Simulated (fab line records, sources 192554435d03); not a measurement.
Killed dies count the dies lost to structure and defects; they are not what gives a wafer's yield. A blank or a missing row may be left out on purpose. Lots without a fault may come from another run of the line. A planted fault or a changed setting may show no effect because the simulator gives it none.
Lot-split experiment | flow n5 finfet | 7 lots, 39 wafers read, on a route of 1938 steps

## THE SPLIT
At N5_MOL_CONTACT_COAG_ETCHBACK_136 (etches SiO2 in CHF3, target depth 25 nm, time 16.7 s), the setting target depth a was moved away from the recipe's 250 angstrom on 12 of the 39 wafers read, by -13.4% to -6.1%. This setting was run at the recipe's value on the other wafers.

## SPLIT TO READING: what lies between them in the file, 1 step
- N5_MOL_CONTACT_COAG_STRIP_120: strips in CHF3

## THE READING
etch.depth nm (the simulator's own value, which no gauge read), in nm, at N5_MOL_CONTACT_COAG_VIA_ETCH_117 (etches SiO2 in C4F6/O2, target depth 40 nm, overetch 8 nm, time 26 s). The file gives no usual value for it. The 27 wafers here that ran the recipe average 40.15 nm, standard deviation 0.57 nm.

wafer  | tool, chamber at the split | target depth a as run, angstrom | against the recipe | etch.depth nm, nm | against lot-mates on the recipe
L078.2 | rie diel-06, 3,0,1         | 250                             | recipe             | 40.85             | -
L078.4 | rie diel-06, 3,0,1         | 250                             | recipe             | 39.74             | -
L078.5 | rie diel-06, 3,0,1         | 250                             | recipe             | 40.94             | -
L080.1 | rie diel-05, 0,2,0         | 234.7                           | -6.1%              | 41.29             | +0.49
L080.2 | rie diel-05, 0,2,0         | 234.7                           | -6.1%              | 41.15             | +0.35
L080.3 | rie diel-05, 3,1,3         | 250                             | recipe             | 41.06             | -
L080.4 | rie diel-05, 3,1,3         | 250                             | recipe             | 40.39             | -
L080.5 | rie diel-05, 3,1,3         | 250                             | recipe             | 40.95             | -
L080.6 | rie diel-05, 0,2,0         | 234.7                           | -6.1%              | 41.16             | +0.36
L081.1 | rie diel-06, 2,3,1         | 250                             | recipe             | 40.49             | -
L081.2 | rie diel-06, 1,0,2         | 217.6                           | -13.0%             | 44.33             | +3.57
L081.3 | rie diel-06, 1,0,2         | 217.6                           | -13.0%             | 43.1              | +2.34
L081.4 | rie diel-06, 2,3,1         | 250                             | recipe             | 40.61             | -
L081.5 | rie diel-06, 2,3,1         | 250                             | recipe             | 41.18             | -
L081.6 | rie diel-06, 1,0,2         | 217.6                           | -13.0%             | 43.58             | +2.82
L085.1 | rie diel-03, 2,1,1         | 250                             | recipe             | 39.87             | -
L085.2 | rie diel-03, 1,2,2         | 234.6                           | -6.2%              | 41.22             | +1.58
L085.3 | rie diel-03, 1,2,2         | 234.6                           | -6.2%              | 41.19             | +1.55
L085.6 | rie diel-03, 1,2,2         | 234.6                           | -6.2%              | 41.19             | +1.55
L085.4 | rie diel-03, 2,1,1         | 250                             | recipe             | 39.54             | -
L085.5 | rie diel-03, 2,1,1         | 250                             | recipe             | 39.52             | -
L086.1 | rie diel-05, 0,2,1,3,1,2   | 250                             | recipe             | 39.63             | -
L086.2 | rie diel-05, 0,2,1,3,1,2   | 250                             | recipe             | 39.78             | -
L086.3 | rie diel-05, 0,2,1,3,1,2   | 250                             | recipe             | 40.26             | -
L086.4 | rie diel-05, 0,2,1,3,1,2   | 250                             | recipe             | 41                | -
L086.5 | rie diel-05, 0,2,1,3,1,2   | 250                             | recipe             | 40.13             | -
L086.6 | rie diel-05, 0,2,1,3,1,2   | 250                             | recipe             | 39.87             | -
L089.1 | rie diel-03, 0,3,2         | 216.6                           | -13.4%             | 43.46             | +3.58
L089.2 | rie diel-03, 1,1,0         | 250                             | recipe             | 39.78             | -
L089.3 | rie diel-03, 0,3,2         | 216.6                           | -13.4%             | 43.33             | +3.45
L089.4 | rie diel-03, 0,3,2         | 216.6                           | -13.4%             | 42.95             | +3.07
L089.5 | rie diel-03, 1,1,0         | 250                             | recipe             | 39.41             | -
L089.6 | rie diel-03, 1,1,0         | 250                             | recipe             | 40.45             | -
L096.1 | rie diel-03, 3,2,1,0,1,2   | 250                             | recipe             | 40.49             | -
L096.2 | rie diel-03, 3,2,1,0,1,2   | 250                             | recipe             | 39.75             | -
L096.3 | rie diel-03, 3,2,1,0,1,2   | 250                             | recipe             | 39.48             | -
L096.4 | rie diel-03, 3,2,1,0,1,2   | 250                             | recipe             | 39.77             | -
L096.5 | rie diel-03, 3,2,1,0,1,2   | 250                             | recipe             | 39.53             | -
L096.6 | rie diel-03, 3,2,1,0,1,2   | 250                             | recipe             | 39.52             | -
The file does not say which wafer passed through which chamber wherever a row lists several chambers: such a row stands for several wafers.

THE FIT
A straight line over all 39 wafers: etch.depth nm changes by -0.241 nm for each +1% of target depth a; r = -0.91; the points scatter about the line by 0.55 nm.
The same after taking each lot's own level away (the mean of its wafers on the recipe; 39 wafers): -0.229 nm for each +1%; r = -0.92; scatter 0.47 nm.
On that fit, the largest move of target depth a shifts the reading by 3.1 nm.
Measured against the standard deviation above, the lots' own levels, which go from 39.643 to 40.800 nm, span 2.0 times it.
Hence the lot-to-lot level has little effect on the slope; both slopes agree.
Check: with one of the wafers moved furthest among these (-13.4%) left out of the fit, the line predicts +2.92 nm for it against its lot-mates. Against them it came out at +3.58 nm.

## THE OTHER SPLITS THESE WAFERS WENT THROUGH
Note: prior to the reading, these wafers also went through further splits. Each is held against what the fit with the lots' levels taken away leaves over:
other split on the same wafers               | wafers away from the commonest value | r with etch.depth nm (lot level and that fit taken away)
N5_SD_EPI_N_EPI_21 time s                    | 12                                   | -0.17
N5_MOL_CONTACT_COAG_CONTACT_ETCH_14 source w | 18                                   | -0.33

## THE WHOLE CHAIN: every reading that the file lists as answering this split, in the file's order
step                             | what it does                                                         | reading                                                                            | change (the file's fit)               | r (the file's)
N5_MOL_CONTACT_COAG_VIA_ETCH_117 | etches SiO2 in C4F6/O2, target depth 40 nm, overetch 8 nm, time 26 s | MOL_CONTACT_COAG.feature depth nm (the simulator's own value, which no gauge read) | -0.228 nm for each +1% of the setting | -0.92
N5_MOL_CONTACT_COAG_VIA_ETCH_117 | etches SiO2 in C4F6/O2, target depth 40 nm, overetch 8 nm, time 26 s | etch.depth nm (the simulator's own value, which no gauge read)                     | -0.225 nm for each +1% of the setting | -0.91

## FILE'S OWN FIT
etch.depth nm changes by -0.225 nm for each +1% of target depth a, r = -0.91.
